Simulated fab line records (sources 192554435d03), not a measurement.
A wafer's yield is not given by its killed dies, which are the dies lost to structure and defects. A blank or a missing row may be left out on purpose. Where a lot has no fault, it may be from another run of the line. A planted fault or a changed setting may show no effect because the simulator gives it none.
fab line records	flow n5Finfet
record lots=5	wafers=14	lastDay=17
route steps=1938 shown BEOL_M12@1616 BEOL_M15@1830 PASSIVATION@1936
lots with no fault: from the same line, run without faults
startH: hours from the record's first day to the start of the lot's first wafer shown	waitH: hours since the lot's step before	" same as the row above	L1.1+2: a row that stands for several wafers	- value missing, or start not given	* or withheld: withheld	< > ~ a bound
route shown NAME@n: names a module that has steps shown in the file, with the first one's number in the route	usual: the fault-free wafers' mean and standard deviation	same: alike in all rows	chamber/n: place in a boat	sites: the reading at each site	_std_site: standard deviation across them	_edge_site: outer sites' mean less inner sites'	radiusMm: how far each site lies from the wafer's centre	mask NAME#n: copy n	behind: the tool/chamber that last shaped the wafer	hold: cause of the lot's hold/its duration in hours/its outcome	device: the transistor (n, p or np) that didn't switch	end of line: at the end of the route, the tests of the same wafers	step lacking rows: just its recipe	killed: dies lost to structure and defects at the first sort, not the wafer's yield	map: per-die view of a wafer (x killed, . not killed, _ where there is no die)
set.NAME: the run value of the setting; set.NAME@STEP: its run value at that earlier step	model.NAME: the simulator's own value behind a step, which no gauge read
lots seen at some steps along the route; tables by step, rows by wafer
services: from which hour (startH, from the record's first day; less than 0 if before it) a tool's chamber was out of use, for how many hours, and why
## steps
# step N5_BEOL_M12_ETCH_59
# recipe chemistry=N2/H2	target=BARC	targetDepthA=890	overetchA=267	timeS=67.9	ionEnergyEv=200	pressureMtorr=30	sourceW=840	biasW=150	n2FlowSccm=200	h2FlowSccm=200
# step N5_BEOL_M12_VIA_ETCH_16
# recipe chemistry=C4F8/O2/Ar	target=SiOC	pressureMtorr=30	sourceW=3000	biasW=700	Ar_flow_sccm=400	C4F8_flow_sccm=15	O2_flow_sccm=8	heInnerTorr=15	heOuterTorr=30	targetDepthA=7248	timeS=withheld	ionEnergyEv=250	ends=cleared
# step N5_BEOL_M12_STRIP_63
# recipe chemistry=N2/H2	powerW=1000	tempC=250	h2Frac=0.65	overashFraction=0.3	pressureMtorr=1000	n2FlowSccm=1750	h2FlowSccm=3250
# step N5_BEOL_M12_STRIP_64
# recipe chemistry=N2/H2	powerW=1000	tempC=250	h2Frac=0.65	overashFraction=0.3	pressureMtorr=withheld	n2FlowSccm=1750	h2FlowSccm=3250
# step N5_BEOL_M12_STRIP_71
# recipe chemistry=postEtchResidueRemover	timeS=60	tempC=25	removerPh=withheld	removerWaterWtPct=withheld	removerFluorideWtPct=withheld
# step N5_BEOL_M12_SRD_72
# recipe timeS=30	tempC=23	rinseLiquid=diw	dry=n2Spin	spinRpm=1500	dryTimeS=30
# step N5_BEOL_M12_COAT_65
# recipe resist=SOC	tempC=250	timeS=60	spinRpm=1500	resistThkNm=300
# step N5_BEOL_M12_COAT_66
# recipe resist=SiARC	tempC=220	timeS=60	spinRpm=1500	resistThkNm=110
# step N5_BEOL_M12_COAT_22
# recipe spinRpm=2888	resistThkNm=300
# step N5_BEOL_M12_EBR_24
# recipe solvent=PGMEA	ebrWidthMm=1.5
# step N5_BEOL_M12_SOFTBAKE_23
# recipe tempC=130	timeS=60
# step N5_BEOL_M12_EXPOSE_25
# recipe maskId=M12	na=0.93	sourceShape=conventional	sigmaOuter=0.4	polarization=unpolarized	doseMj=21.8
lot.wafer	tool	chamber	startH	waitH	mask
L864.2+4+5	krfScanner-01	0	244.56	-	M12#0
L863.1+3+4	krfScanner-01	0	246.28	-	M12#0
L865.3+6	krfScanner-01	0	258.25	-	M12#0
L876.1+4+6	krfScanner-01	0	343.56	-	M12#0
L882.1+3+5	krfScanner-02	0	380.03	-	M12#0
# step N5_BEOL_M12_PEB_26
# recipe pebTempC=130	pebTimeS=90
# step N5_BEOL_M12_DEVELOP_27
# recipe developTimeS=45	rinseLiquid=diw	dry=airSpin	devTempC=21
# step N5_BEOL_M12_HARDBAKE_32
# recipe tempC=130	timeS=120
# step N5_BEOL_M12_CD_MEAS_28
# recipe targetCdNm=160.2	landingEnergyEv=500	detector=seInlens	polarity=opening
# usual cdNm=159.5/1.2
# same landingEnergyEv=500
lot.wafer	tool	chamber	startH	waitH	cdNm
L864.2	cdSem-02	0	244.73	-	160.1
L864.4	"	0	"	"	166.5
L864.5	"	0	"	"	159.4
L863.1	cdSem-02	0	246.45	-	159.2
L863.3	"	0	"	"	168.3
L863.4	"	0	"	"	169.4
L865.3	cdSem-01	0	258.41	-	172.0
L865.6	"	0	"	"	160.7
L876.1	cdSem-01	0	343.73	-	159.9
L876.4	"	0	"	"	158.5
L876.6	"	0	"	"	160.0
L882.1	cdSem-01	0	380.20	-	157.3
L882.3	"	0	"	"	159.2
L882.5	"	0	"	"	159.2
# step N5_BEOL_M12_DESCUM_33
# recipe chemistry=O2	timeS=7.9	sourcePowerW=50	biasPowerW=20	pressureMtorr=20	rfFrequencyHz=2.712e+07	tempC=40	o2FlowSccm=225
# step N5_BEOL_M12_ETCH_67
# recipe chemistry=CF4	target=SiARC	targetDepthA=1430	timeS=238.3	ionEnergyEv=80	pressureMtorr=40	sourceW=545	biasW=36	Ar_flow_sccm=100	cf4FlowSccm=100	ends=cleared
# step N5_BEOL_M12_ETCH_68
# recipe chemistry=N2/H2	target=SOC	maskMaterial=SiARC	sourceW=3000	biasW=350	tempC=40	timeS=285	ionEnergyEv=200	pressureMtorr=30	n2FlowSccm=200	h2FlowSccm=200
# step N5_BEOL_M12_STRIP_69
# recipe chemistry=N2/H2	tempC=40	n2FlowSccm=200	h2FlowSccm=200	rfFrequencyHz=6e+07
# step N5_BEOL_M12_TRENCH_ETCH_34
# recipe chemistry=C4F8/O2/Ar	target=SiOC	targetDepthA=3189.5	maskMaterial=SOC	pressureMtorr=30	sourceW=3000	biasW=700	Ar_flow_sccm=400	C4F8_flow_sccm=15	O2_flow_sccm=8	heInnerTorr=15	heOuterTorr=30	timeS=125.5	ionEnergyEv=250
# step N5_BEOL_M12_STRIP_70
# recipe chemistry=C4F8/O2/Ar	resist=SiARC	rfFrequencyHz=6e+07
# step N5_BEOL_M12_STRIP_37
# recipe chemistry=N2/H2	powerW=1000	tempC=250	h2Frac=0.65	overashFraction=0.3	pressureMtorr=withheld	n2FlowSccm=1750	h2FlowSccm=3250
# step N5_BEOL_M12_ETCH_38
# recipe chemistry=CF4/N2	target=SiCN	targetDepthA=687	taperDeg=2	timeS=73.4	ionEnergyEv=150	maskMaterial=SiO2	pressureMtorr=40	sourceW=430	biasW=70	Ar_flow_sccm=100	cf4FlowSccm=60	n2FlowSccm=60
# step N5_BEOL_M12_PRECLEAN_39
# recipe chemistry=residueRemover	timeS=60	tempC=40
# step N5_BEOL_M12_SRD_40
# recipe timeS=30	tempC=23	rinseLiquid=diw	dry=n2Spin	spinRpm=1500	dryTimeS=30
# step N5_BEOL_M12_DEGAS_41
# recipe ambient=vacuum	tempC=250	timeS=60
# step N5_BEOL_M12_PRE_CLEAN_42
# recipe gas=H2/He	timeS=30	tempC=250
# step N5_BEOL_M12_SPUTTER_43
# recipe material=TaN	targetThkA=150	tempC=50	biasV=168.6	powerW=15000	chamberPressurePa=0.12	timeS=24.19
# step N5_BEOL_M12_SPUTTER_44
# recipe material=Ta	targetThkA=100	tempC=50	biasV=80	powerW=15000	chamberPressurePa=0.07	timeS=16.13
# step N5_BEOL_M12_SPUTTER_45
# recipe material=Cu	targetThkA=800	tempC=-20	biasV=60	powerW=26000	chamberPressurePa=0.13	timeS=13.33
# step N5_BEOL_M12_ECD_47
# recipe material=Cu	targetThkA=7200
# step N5_BEOL_M12_ANNEAL_48
# recipe tempC=225	timeS=90	ambient=N2
# step N5_BEOL_M12_CMP_49
# recipe stopOn=SiOC	tOverpolishS=20.6	downForcePsi=1	platenRpm=50	clearingPlatenDownForcePsi=1.5	clearingPlatenRpm=50	postCmpClean=cuAlkaline	targetThkNm=320	clearingPlatenPadVelocityMS=0.99484	padVelocityMS=0.99484
# step N5_BEOL_M12_PRE_CLEAN_52
# recipe gas=NH3	timeS=15	tempC=withheld	rfPowerW=300
# step N5_BEOL_M12_DEP_53
# recipe material=SiCN	targetThkA=300	tempC=withheld	precursor=3MS/NH3	pressureTorr=3	rfW=675	timeS=10.5
# step N5_BEOL_M15_RC_MEAS_101
# usual COMB_M10=1.44e-11/2.9e-12	COMB_M11=1.4e-11/3.2e-12	COMB_M12=6.1e-12/1.3e-12	COMB_M13=4.4e-12/8.4e-13	COMB_M14=3.4e-12/7.7e-13	COMB_M15=2.2e-12/5.4e-13	COMB_M15_max_site=3.2e-12/8.2e-13	COMB_M5=3.6e-11/6.7e-12	COMB_M6=2.5e-11/5.7e-12	COMB_M7=2.6e-11/4.8e-12	COMB_M8=2.4e-11/4.6e-12	COMB_M9=1.4e-11/3.1e-12	SERP_M10=3.07/0.072	SERP_M11=3.11/0.069	SERP_M12=0.641/0.013	SERP_M12_max_site=0.654/0.014	SERP_M13=0.311/0.0055	SERP_M14=0.162/0.0031	SERP_M5=39.3/1.4	SERP_M6=13.7/0.4	SERP_M6_max_site=14.3/0.42	SERP_M7=14.0/0.44	SERP_M8=13.9/0.45	SERP_M9=3.09/0.064
lot.wafer	tool	chamber	startH	waitH	COMB_M10[S/m]	COMB_M11[S/m]	COMB_M12[S/m]	COMB_M13[S/m]	COMB_M14[S/m]	COMB_M15[S/m]	COMB_M15_max_site[S/m]	COMB_M5[S/m]	COMB_M6[S/m]	COMB_M7[S/m]	COMB_M8[S/m]	COMB_M9[S/m]	SERP_M10[ohm/um]	SERP_M11[ohm/um]	SERP_M12[ohm/um]	SERP_M12_max_site[ohm/um]	SERP_M13[ohm/um]	SERP_M14[ohm/um]	SERP_M5[ohm/um]	SERP_M6[ohm/um]	SERP_M6_max_site[ohm/um]	SERP_M7[ohm/um]	SERP_M8[ohm/um]	SERP_M9[ohm/um]
L863.1	prober-02	0	271.98	0.1	1.49e-11	1.2e-11	7.2e-12	2.5e-12	3.4e-12	1.7e-12	2.5e-12	2.9e-11	2.2e-11	2.8e-11	2.9e-11	1.3e-11	3.16	3.08	0.655	0.669	0.305	0.162	39.0	13.3	14.1	13.6	14.3	3.08
L863.3	"	0	"	"	1.24e-11	1.5e-11	5.7e-12	5e-12	4.8e-12	2.4e-12	3.8e-12	3.4e-11	2.2e-11	2.7e-11	2.4e-11	1.2e-11	3.14	3.08	0.569	0.578	0.312	0.163	40.7	14.0	14.8	13.8	14.4	3.06
L863.4	"	0	"	"	1.81e-11	1.2e-11	7.2e-12	3.4e-12	3.3e-12	1.6e-12	2.6e-12	3.4e-11	1.9e-11	2.5e-11	3.2e-11	1.5e-11	3.20	3.16	0.571	0.584	0.314	0.162	39.4	13.7	14.4	14.1	13.2	3.03
L864.2	prober-01	0	272.82	0.4	1.18e-11	1.4e-11	4.8e-12	4.7e-12	3.5e-12	2.8e-12	4.4e-12	3.2e-11	2.6e-11	2.1e-11	2.8e-11	1.9e-11	3.04	3.11	0.640	0.656	0.314	0.164	39.1	13.7	15.0	13.8	14.3	3.00
L864.4	"	0	"	"	1.83e-11	1.2e-11	3.7e-12	6.2e-12	3.9e-12	2.5e-12	3.3e-12	2.9e-11	2.9e-11	2.5e-11	2.5e-11	2e-11	3.06	3.02	0.587	0.597	0.309	0.165	39.9	13.5	14.1	13.8	13.8	3.02
L864.5	"	0	"	"	1.73e-11	1.1e-11	5.6e-12	4.1e-12	3.4e-12	1.3e-12	2.3e-12	4.2e-11	2.9e-11	2.8e-11	2.2e-11	1.6e-11	3.11	3.05	0.649	0.665	0.312	0.156	39.7	13.5	14.2	13.4	13.6	3.04
L865.3	prober-02	0	284.80	0.3	1.41e-11	1.6e-11	5.6e-12	5.4e-12	4e-12	1.8e-12	2.7e-12	3.8e-11	2.3e-11	2.2e-11	2.2e-11	1.6e-11	3.01	3.07	0.576	0.587	0.311	0.164	37.6	14.3	14.7	14.0	14.5	3.14
L865.6	"	0	"	"	1.32e-11	1.8e-11	6e-12	4.1e-12	2.7e-12	3.3e-12	5e-12	3.2e-11	4.2e-11	2.7e-11	2.3e-11	1.2e-11	3.05	3.08	0.625	0.637	0.299	0.160	39.1	14.3	14.6	13.8	14.3	3.14
L876.1	prober-01	0	366.64	0.0	1.48e-11	2e-11	6.1e-12	5e-12	2.9e-12	2e-12	3.6e-12	4e-11	2.3e-11	3.3e-11	2.4e-11	1.6e-11	3.10	3.15	0.652	0.672	0.313	0.159	37.6	13.2	13.5	14.5	14.2	3.06
L876.4	"	0	"	"	1.35e-11	1.5e-11	4.9e-12	4.9e-12	3.2e-12	2.1e-12	3.3e-12	2.9e-11	1.9e-11	2.4e-11	2.1e-11	1.5e-11	3.03	3.24	0.654	0.661	0.316	0.156	38.0	13.6	14.2	14.3	14.0	3.04
L876.6	"	0	"	"	1.61e-11	1.2e-11	4.7e-12	5.1e-12	3e-12	1.9e-12	2.5e-12	3.3e-11	2.3e-11	2.5e-11	2.4e-11	1.5e-11	3.10	3.11	0.636	0.641	0.321	0.160	39.4	13.7	13.9	14.5	14.3	2.99
L882.1	prober-01	0	405.11	0.0	1.23e-11	1.2e-11	4.8e-12	3.9e-12	4.7e-12	2.4e-12	3.4e-12	2.7e-11	2.8e-11	2.9e-11	2.2e-11	1.4e-11	3.08	3.19	0.647	0.661	0.311	0.161	39.5	13.4	13.8	13.8	13.7	2.96
L882.3	"	0	"	"	1.16e-11	1.3e-11	5.5e-12	5.3e-12	4.8e-12	1.8e-12	2.8e-12	3.9e-11	2.6e-11	2.1e-11	2.3e-11	9e-12	3.06	3.08	0.657	0.673	0.314	0.162	40.0	14.2	14.8	14.0	13.8	3.05
L882.5	"	0	"	"	1.53e-11	1.6e-11	5.6e-12	5.2e-12	3.9e-12	1.4e-12	2e-12	2.7e-11	3.3e-11	2.7e-11	2.7e-11	1.5e-11	3.04	3.00	0.640	0.652	0.301	0.161	40.0	13.6	14.4	13.5	14.7	3.18
# sites SERP_M12 radiusMm=0,75,75,75,75,140,140,140,140
L863.1 0.646 0.646 0.655 0.642 0.658 0.657 0.642 0.669 0.656
L864.2 0.623 0.641 0.638 0.647 0.632 0.634 0.656 0.641 0.640
L865.3 0.585 0.587 0.585 0.570 0.571 0.579 0.568 0.576 0.563
L876.1 0.659 0.653 0.651 0.647 0.672 0.644 0.660 0.652 0.646
L882.1 0.644 0.654 0.647 0.631 0.661 0.641 0.654 0.629 0.651
# step N5_PASSIVATION_PROBE_49
# usual defectLimitedYield=91.6/1.4	killed_at_M0_to_M3=35/10	killed_at_M4_up=13/5.3	killedAtContacts=12/5.9	killedAtFrontEnd=36/9.9	killedAtOther=3.2/3	killedDies=99/16	killedOpen=66/12	killedShort=32/7.7	sort_bin_5_function=4.9/0.91	sort_bin_6_memory=3.2/0.65	sortNPass=1081/16	sortYieldPct=91.6/1.4
# same grossDies=1180	killedAtBackSide=0	sort_bin_4_leakage[%]=0	sort_bin_8_speed[%]=0
lot.wafer	tool	chamber	startH	waitH	defectLimitedYield[%]	killed_at_M0_to_M3	killed_at_M4_up	killedAtContacts	killedAtFrontEnd	killedAtOther	killedDies	killedOpen	killedShort	sort_bin_5_function[%]	sort_bin_6_memory[%]	sortNPass	sortYieldPct[%]
L864.2	prober-01	-	287.91	0.1	91.4	27	11	29	25	9	101	73	28	5.0	3.1	1079	91.4
L864.4	prober-01	-	288.01	0.2	89.7	37	21	24	37	3	122	88	33	6.4	3.4	1058	89.7
L864.5	prober-01	-	288.06	0.2	89.5	52	14	22	34	2	124	79	45	6.5	3.7	1056	89.5
L863.1	prober-02	-	288.66	0.0	93.8	20	8	9	35	1	73	49	23	3.6	2.1	1107	93.8
L863.3	prober-02	-	288.76	0.1	92.0	24	14	12	39	5	94	57	36	4.8	3.0	1086	92.0
L863.4	prober-02	-	288.81	0.2	92.0	30	19	11	29	5	94	62	32	4.8	2.9	1086	92.0
L865.3	prober-01	-	299.04	0.1	92.8	45	9	14	15	2	85	54	28	3.9	3.2	1095	92.8
L865.6	prober-01	-	299.19	0.3	94.3	13	10	5	37	2	67	41	26	3.5	1.9	1113	94.3
L876.1	prober-02	-	382.68	0.0	92.0	35	13	18	26	2	94	67	27	5.1	2.8	1086	92.0
L876.4	prober-02	-	382.83	0.2	93.4	24	9	12	27	6	78	47	31	3.6	3.0	1102	93.4
L876.6	prober-02	-	382.93	0.3	93.6	29	6	7	30	4	76	52	24	4.4	2.0	1104	93.6
L882.1	prober-01	-	418.87	0.0	91.4	34	12	7	44	5	102	69	30	4.7	3.8	1078	91.4
L882.3	prober-01	-	418.97	0.1	92.5	23	18	7	37	3	88	67	19	4.8	2.5	1092	92.5
L882.5	prober-01	-	419.07	0.2	89.4	42	17	9	56	1	125	79	42	6.5	3.6	1055	89.4
# killed by level:class
L864.2 MOL_CONTACT_COAG:geometricParticle:open=27 BEOL_M2:geometricParticle:open=7 BEOL_M4:geometricParticle:open=7 FIN_SAQP:geometricParticle:short=5 BEOL_M3:geometricParticle:open=4 DUMMY_GATE:geometricParticle:open=3 BEOL_M0_SAQP:geometricParticle:open=3 BEOL_M1:geometricParticle:open=3
L864.4 MOL_CONTACT_COAG:geometricParticle:open=20 FIN_SAQP:geometricParticle:open=15 BEOL_M4:geometricParticle:open=13 BEOL_M0_SAQP:geometricParticle:open=9 FIN_SAQP:geometricParticle:short=7 BEOL_M1:geometricParticle:open=7 BEOL_M3:geometricParticle:open=7 STARTING-WAFER:geometricParticle:short=5
L864.5 MOL_CONTACT_COAG:geometricParticle:open=16 BEOL_M3:geometricParticle:open=11 BEOL_M1:geometricParticle:short=10 BEOL_M0_SAQP:geometricParticle:short=9 BEOL_M1:geometricParticle:open=8 FIN_SAQP:geometricParticle:short=7 BEOL_M2:geometricParticle:open=7 MOL_CONTACT_COAG:geometricParticle:short=6
L863.1 STI_FIN_REVEAL:geometricParticle:open=17 MOL_CONTACT_COAG:geometricParticle:open=7 BEOL_M2:geometricParticle:open=7 BEOL_M4:geometricParticle:open=6 BEOL_M3:geometricParticle:short=5 FIN_SAQP:geometricParticle:short=4 STI_FIN_REVEAL:geometricParticle:short=3 BEOL_M0_SAQP:geometricParticle:open=3
L863.3 FIN_SAQP:geometricParticle:short=8 DUMMY_GATE:geometricParticle:open=8 MOL_CONTACT_COAG:geometricParticle:open=8 BEOL_M4:geometricParticle:open=7 BEOL_M2:geometricParticle:open=5 FIN_SAQP:geometricParticle:open=4 GATE_CUT:geometricParticle:short=4 MOL_CONTACT_COAG:geometricParticle:short=4
L863.4 MOL_CONTACT_COAG:geometricParticle:open=9 BEOL_M0_SAQP:geometricParticle:open=8 STI_FIN_REVEAL:geometricParticle:open=7 BEOL_M4:geometricParticle:open=7 BEOL_M3:geometricParticle:short=6 BEOL_M8:geometricParticle:open=4 BEOL_M2:geometricParticle:open=4 BEOL_M3:geometricParticle:open=4
L865.3 MOL_CONTACT_COAG:geometricParticle:open=10 BEOL_M2:geometricParticle:open=9 BEOL_M0_SAQP:geometricParticle:open=8 BEOL_M1:geometricParticle:open=7 BEOL_M1:geometricParticle:short=7 BEOL_M0_SAQP:geometricParticle:short=6 BEOL_M3:geometricParticle:open=5 DUMMY_GATE:geometricParticle:open=4
L865.6 DUMMY_GATE:geometricParticle:open=7 FIN_SAQP:geometricParticle:open=6 GATE_CUT:geometricParticle:short=6 BEOL_M4:geometricParticle:open=6 BEOL_M0_SAQP:geometricParticle:short=5 MOL_CONTACT_COAG:geometricParticle:open=4 STARTING-WAFER:geometricParticle:open=4 FIN_SAQP:geometricParticle:short=3
L876.1 MOL_CONTACT_COAG:geometricParticle:open=16 BEOL_M3:geometricParticle:open=11 BEOL_M0_SAQP:geometricParticle:open=8 BEOL_M0_SAQP:geometricParticle:short=6 BEOL_M1:geometricParticle:open=6 BEOL_M4:geometricParticle:open=6 GATE_CUT:geometricParticle:short=5 FIN_SAQP:geometricParticle:short=4
L876.4 BEOL_M0_SAQP:geometricParticle:short=10 MOL_CONTACT_COAG:geometricParticle:open=9 FIN_SAQP:geometricParticle:open=6 GATE_CUT:geometricParticle:short=6 BEOL_M0_SAQP:geometricParticle:open=6 BEOL_M3:geometricParticle:open=5 DUMMY_GATE:geometricParticle:open=3 ILD0:geometricParticle:open=3
L876.6 BEOL_M3:geometricParticle:open=9 FIN_SAQP:geometricParticle:short=8 BEOL_M0_SAQP:geometricParticle:open=8 MOL_CONTACT_COAG:geometricParticle:open=7 FIN_SAQP:geometricParticle:open=6 BEOL_M0_SAQP:geometricParticle:short=6 DUMMY_GATE:geometricParticle:open=4 GATE_CUT:geometricParticle:open=3
L882.1 STI_FIN_REVEAL:geometricParticle:open=21 BEOL_M2:geometricParticle:open=12 BEOL_M2:geometricParticle:short=7 MOL_CONTACT_COAG:geometricParticle:open=6 BEOL_M0_SAQP:geometricParticle:open=6 FIN_SAQP:geometricParticle:open=5 FIN_SAQP:geometricParticle:short=4 STI_FIN_REVEAL:geometricParticle:short=3
L882.3 STI_FIN_REVEAL:geometricParticle:open=18 FIN_SAQP:geometricParticle:open=6 BEOL_M2:geometricParticle:open=6 BEOL_M4:geometricParticle:open=6 BEOL_M3:geometricParticle:open=5 MOL_CONTACT_COAG:geometricParticle:open=5 FIN_SAQP:geometricParticle:short=4 BEOL_M1:geometricParticle:open=4
L882.5 FIN_SAQP:geometricParticle:short=18 STI_FIN_REVEAL:geometricParticle:open=16 FIN_SAQP:geometricParticle:open=13 BEOL_M2:geometricParticle:open=13 MOL_CONTACT_COAG:geometricParticle:open=7 BEOL_M0_SAQP:geometricParticle:open=7 BEOL_M0_SAQP:geometricParticle:short=7 BEOL_M4:geometricParticle:open=7
## services
tool	chamber	startH	hours	kind
krfScanner-02	-	242.54	1.3	pm
krfScanner-01	0	245.31	-	calibration
krfScanner-01	-	288.24	1.4	repair
krfScanner-01	-	290.76	0.8	pm
krfScanner-02	-	303.43	44.9	repair
krfScanner-01	-	321.70	0.3	repair
krfScanner-02	-	348.37	1.0	pm
krfScanner-02	-	358.67	0.8	pm
krfScanner-01	-	368.49	1.3	pm
krfScanner-01	-	369.79	1.0	pm
krfScanner-01	-	379.30	0.6	repair
## key
firstSign step=N5_BEOL_M12_CD_MEAS_28	reading=cdNm	direction=up	sigmas=8.2	usual=159.5	struck=169.0
effect step=N5_BEOL_M15_RC_MEAS_101	reading=SERP_M12	direction=down	sigmas=4.9	usual=0.641	struck=0.575
metAt N5_BEOL_M12_EXPOSE_25
struckWafers L863.3,L863.4,L864.4,L865.3
fault kind=processParameterDrift	tool=krfScanner-01	chamber=-	onsetH=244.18	steps=N5_BEOL_M12_EXPOSE_25	channel=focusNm	offset=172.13	shape=step	endH=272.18	scope=struckWafersOnly
